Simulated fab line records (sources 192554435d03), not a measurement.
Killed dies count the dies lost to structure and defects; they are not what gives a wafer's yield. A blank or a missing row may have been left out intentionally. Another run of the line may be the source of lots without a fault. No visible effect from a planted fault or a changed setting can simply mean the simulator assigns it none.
Matching of chambers ; flow n5Finfet ; rieDiel-03 running N5_BEOL_M0_STRIP_140: 4 sister chambers
The step strips in CF4. 14 wafers are shown with their chamber, then 7 later ones without.

## WAFERS WITH THEIR CHAMBER
wafer;chamber;showerheadPlenumPTorr (Torr);drypumpMotorCurrentA (A);throttleValvePct (%)
L076.1;3;1.84;6.0;13.41
L076.4;2;1.82;5.6;13.70
L076.6;3;1.84;6.0;13.41
L081.4;2;1.82;5.6;13.72
L081.5;2;1.82;5.6;13.72
L081.6;1;1.77;6.1;13.53
L082.1;1;1.76;6.1;13.54
L082.5;1;1.76;6.2;13.55
L082.6;2;1.82;5.6;13.73
L083.2;1;1.76;6.2;13.55
L083.4;3;1.83;6.0;13.43
L083.6;1;1.76;6.2;13.54
L085.1;2;1.82;5.6;13.74
L085.3;0;1.69;5.4;13.78

SIGNATURES (means of the wafers above)
reading;chamber 0;chamber 1;chamber 2;chamber 3;scatter within a chamber
showerheadPlenumPTorr;1.6900;1.7620;1.8200;1.8367;0.00383
drypumpMotorCurrentA;5.400;6.160;5.600;6.000;0.0346
throttleValvePct;13.7800;13.5420;13.7220;13.4167;0.0119
Rule: a wafer lies at a distance from a chamber equal to the root of the sum of squares, over the readings, of (its reading less the chamber's mean, divided by the reading's scatter). If the next closest chamber is less than 2 further off than the closest, the wafer can't be placed; otherwise it belongs to the closest. How the scatter is found: for the shown wafers, subtract from each reading the mean of its chamber, square and add these, divide the total by (wafers less chambers), then take the root.

## WAFERS WHOSE CHAMBER IS MISSING
wafer;showerheadPlenumPTorr (Torr);drypumpMotorCurrentA (A);throttleValvePct (%)
L085.5;1.69;5.4;13.78
L092.1;1.82;6.0;13.51
L092.3;1.82;6.0;13.53
L092.4;1.81;5.6;13.75
L093.2;1.81;5.7;13.79
L093.4;1.89;5.4;13.25
L093.5;1.81;5.6;13.78

## THE CHAMBER EACH PASSED THROUGH
wafer;from the rows above;in truth
L085.5;0;0
L092.1;3;3
L092.3;3;3
L092.4;2;2
L093.2;2;2
L093.4;3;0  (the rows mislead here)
L093.5;2;2
Correct placement for 6 of the 7. Not placeable from these rows: 0. Wrongly placed: 1.
